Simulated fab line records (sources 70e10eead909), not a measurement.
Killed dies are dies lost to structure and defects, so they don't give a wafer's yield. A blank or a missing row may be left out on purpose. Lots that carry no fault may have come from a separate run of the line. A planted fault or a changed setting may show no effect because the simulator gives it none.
Chamber matching -- flow nand harc -- NHARC_P_GATE_DESCUM_93 on rie diel-08: 4 sister chambers
The step chemistry O2, time 3 s. 24 wafers are shown with their chamber, then 12 later ones without.

WAFERS PAIRED WITH THEIR CHAMBERS
wafer,chamber,showerhead plenum p Torr (Torr),drypump motor current A (A),oes product au (a.u.)
L074.2,0,1.83,5.3,1.015
L074.3,1,2.03,5.2,1.013
L074.5,0,1.83,5.4,0.996
L075.2,2,1.87,4.9,1.008
L075.4,1,2.03,5.2,1.026
L075.5,0,1.83,5.3,1.004
L079.1,2,1.87,5.0,1.020
L079.4,0,1.83,5.3,1.009
L079.5,0,1.83,5.3,1.002
L080.1,0,1.83,5.4,1.012
L080.2,2,1.87,4.9,1.019
L080.6,0,1.83,5.3,1.000
L081.2,0,1.83,5.4,1.019
L081.3,3,1.89,6.5,1.007
L081.6,1,2.03,5.2,1.039
L084.2,3,1.89,6.5,1.009
L084.4,0,1.83,5.3,1.023
L084.6,1,2.03,5.2,1.021
L087.2,1,2.03,5.2,1.011
L087.4,3,1.89,6.5,1.003
L087.5,2,1.87,5.0,1.014
L088.1,0,1.83,5.3,1.014
L088.3,2,1.86,4.9,1.012
L088.5,3,1.89,6.5,1.008

SIGNATURES (averages over the wafers above)
reading,chamber 0,chamber 1,chamber 2,chamber 3,scatter within a chamber
showerhead plenum p Torr,1.8300,2.0300,1.8680,1.8900,0.002
drypump motor current A,5.330,5.200,4.940,6.500,0.0406
oes product au,1.00940,1.02200,1.01460,1.00675,0.00811
Rule: for each reading, subtract the chamber's mean from the wafer's reading, divide by that reading's scatter and square the result; add these up over the readings and take the root, which gives the wafer's distance from the chamber. If the next closest chamber is less than 2 further off than the closest, the wafer can't be placed; otherwise it belongs to the closest. The scatter is the square root of a quotient: the sum, over the shown wafers, of each reading's squared deviation from its chamber's mean, divided by wafers minus chambers.

WAFERS WITHOUT THEIR CHAMBER
wafer,showerhead plenum p Torr (Torr),drypump motor current A (A),oes product au (a.u.)
L092.1,1.86,5.0,0.996
L092.4,1.83,5.3,1.000
L092.6,1.86,5.0,0.992
L093.1,1.83,5.3,1.019
L093.2,2.03,5.2,0.998
L093.6,1.86,4.9,1.015
L095.3,1.86,4.9,1.009
L095.5,1.86,4.9,1.010
L095.6,1.89,6.5,1.001
L096.2,1.89,6.5,1.010
L096.3,2.03,5.2,0.994
L096.5,1.86,5.0,0.988

CHAMBER TAKEN BY EACH
wafer,from the rows above,in truth
L092.1,2,2
L092.4,0,0
L092.6,2,2
L093.1,0,0
L093.2,1,1
L093.6,2,2
L095.3,2,2
L095.5,2,2
L095.6,3,3
L096.2,3,3
L096.3,1,1
L096.5,2,2
Correctly placed: 12 of 12. Not placeable from these rows: 0. Placed wrongly: 0.
